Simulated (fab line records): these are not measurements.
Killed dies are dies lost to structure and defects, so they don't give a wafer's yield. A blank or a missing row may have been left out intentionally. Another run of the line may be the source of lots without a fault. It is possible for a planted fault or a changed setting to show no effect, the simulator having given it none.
Matching of chambers    flow nand_harc    NHARC_P_ZERO_WELL_ETCH_65 on rie_diel-13: 4 sister chambers
The step etches the open film in N2/H2, target depth 80 nm, overetch 24 nm, time 87.88 s. 8 wafers are shown with their chamber, then 10 later ones without.

WAFERS, EACH WITH ITS CHAMBER
wafer   chamber  drypump_motor_current_A (A)  showerhead_plenum_p_Torr (Torr)
L078.2  0        6.4                          1.97
L079.3  3        5.0                          2.16
L082.6  3        5.0                          2.16
L087.2  1        5.2                          2.05
L087.3  0        6.5                          1.96
L087.4  2        5.7                          1.97
L090.4  2        5.7                          1.97
L090.5  1        5.2                          2.04

WAFERS MISSING THEIR CHAMBER
wafer   drypump_motor_current_A (A)  showerhead_plenum_p_Torr (Torr)
L090.6  6.5                          1.96
L093.1  5.8                          1.96
L093.5  5.0                          2.15
L093.6  5.8                          1.96
L095.1  5.8                          1.96
L095.4  5.0                          2.14
L095.5  5.2                          2.04
L097.1  5.7                          1.96
L097.2  5.2                          2.04
L097.6  5.2                          2.04

WHICH CHAMBER EACH WENT THROUGH
wafer   from the rows above  in truth
L090.6  0                    0
L093.1  2                    2
L093.5  3                    3
L093.6  2                    2
L095.1  2                    2
L095.4  3                    3
L095.5  1                    1
L097.1  2                    2
L097.2  1                    1
L097.6  1                    1
Correctly placed: 10 of 10. Number that these rows cannot place: 0. Wrongly placed: 0.
How it was worked out, from the rows above alone: a wafer's distance from a chamber is the root of the sum, over the readings, of the square of ((its reading less the chamber's mean) divided by the reading's scatter). The wafer belongs to the nearest chamber; if the next one is less than 2 further off, it can't be placed. Each chamber's mean is taken over the wafers shown for it. How the scatter is found: for the shown wafers, subtract from each reading the mean of its chamber, square and add these, divide the total by (wafers less chambers), then take the root.
